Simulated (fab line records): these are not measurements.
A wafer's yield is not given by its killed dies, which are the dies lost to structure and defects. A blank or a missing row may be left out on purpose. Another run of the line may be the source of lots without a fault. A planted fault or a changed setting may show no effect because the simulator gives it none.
Chamber matching + flow n5_finfet + N5_BEOL_M8_ETCH_62 on rie_diel-04 has 4 sister chambers
The step etches SOC in N2/H2, target depth 110 nm, overetch 22 nm, time 165 s. 16 wafers are shown with their chamber, then 8 later ones without.

== WAFERS PAIRED WITH THEIR CHAMBERS ==
| wafer  | chamber | throttle_valve_pct (%) | showerhead_plenum_p_Torr (Torr) | oes_product_au (a.u.) |
|--------|---------|------------------------|---------------------------------|-----------------------|
| L075.2 | 0       | 17.42                  | 2.48                            | 0.79                  |
| L075.4 | 2       | 18.22                  | 2.41                            | 0.60                  |
| L075.5 | 2       | 18.23                  | 2.41                            | 0.61                  |
| L078.1 | 0       | 17.41                  | 2.48                            | 0.77                  |
| L078.3 | 2       | 18.23                  | 2.41                            | 0.60                  |
| L078.5 | 1       | 17.76                  | 2.58                            | 0.74                  |
| L082.2 | 3       | 17.40                  | 2.47                            | 0.73                  |
| L082.3 | 2       | 18.24                  | 2.40                            | 0.60                  |
| L082.4 | 1       | 17.75                  | 2.58                            | 0.74                  |
| L083.1 | 2       | 18.23                  | 2.40                            | 0.60                  |
| L083.2 | 3       | 17.42                  | 2.47                            | 0.72                  |
| L083.4 | 1       | 17.76                  | 2.58                            | 0.72                  |
| L095.2 | 0       | 17.47                  | 2.47                            | 0.73                  |
| L095.5 | 2       | 18.30                  | 2.39                            | 0.59                  |
| L095.6 | 3       | 17.46                  | 2.46                            | 0.70                  |
| L087.1 | 0       | 17.49                  | 2.46                            | 0.72                  |

SIGNATURES (means of the wafers above)
| reading                  | chamber 0 | chamber 1 | chamber 2 | chamber 3 | scatter within a chamber |
|--------------------------|-----------|-----------|-----------|-----------|--------------------------|
| throttle_valve_pct       | 17.4475   | 17.7567   | 18.2417   | 17.4267   | 0.0298                   |
| showerhead_plenum_p_Torr | 2.4725    | 2.5800    | 2.4033    | 2.4667    | 0.0075                   |
| oes_product_au           | 0.7525    | 0.7333    | 0.6000    | 0.7167    | 0.0187                   |
Rule: for a wafer and a chamber, the distance is found by dividing, reading by reading, the gap between the wafer's reading and the chamber's mean by the reading's scatter, squaring, summing and taking the root. The wafer belongs to the nearest chamber; if the next one is less than 2 further off, it can't be placed. How the scatter is found: for the shown wafers, subtract from each reading the mean of its chamber, square and add these, divide the total by (wafers less chambers), then take the root.

== WAFERS WITHOUT THEIR CHAMBER ==
| wafer  | throttle_valve_pct (%) | showerhead_plenum_p_Torr (Torr) | oes_product_au (a.u.) |
|--------|------------------------|---------------------------------|-----------------------|
| L087.2 | 17.83                  | 2.56                            | 0.70                  |
| L087.3 | 17.47                  | 2.46                            | 0.68                  |
| L093.2 | 17.81                  | 2.57                            | 0.70                  |
| L093.3 | 17.47                  | 2.46                            | 0.72                  |
| L093.6 | 17.49                  | 2.46                            | 0.68                  |
| L097.1 | 17.48                  | 2.45                            | 0.68                  |
| L097.3 | 17.48                  | 2.46                            | 0.71                  |
| L097.6 | 17.49                  | 2.46                            | 0.71                  |

== THE CHAMBER EACH PASSED THROUGH ==
| wafer  | from the rows above     | in truth |
|--------|-------------------------|----------|
| L087.2 | 1                       | 1        |
| L087.3 | can't be placed: 3 or 0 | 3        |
| L093.2 | 1                       | 1        |
| L093.3 | can't be placed: 3 or 0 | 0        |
| L093.6 | can't be placed: 3 or 0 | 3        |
| L097.1 | can't be placed: 3 or 0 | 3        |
| L097.3 | can't be placed: 3 or 0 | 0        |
| L097.6 | can't be placed: 3 or 0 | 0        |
Correctly placed: 2 of 8. Cannot be placed on the basis of these rows: 6; the candidates contain the true chamber in 6. Number placed wrongly: 0.
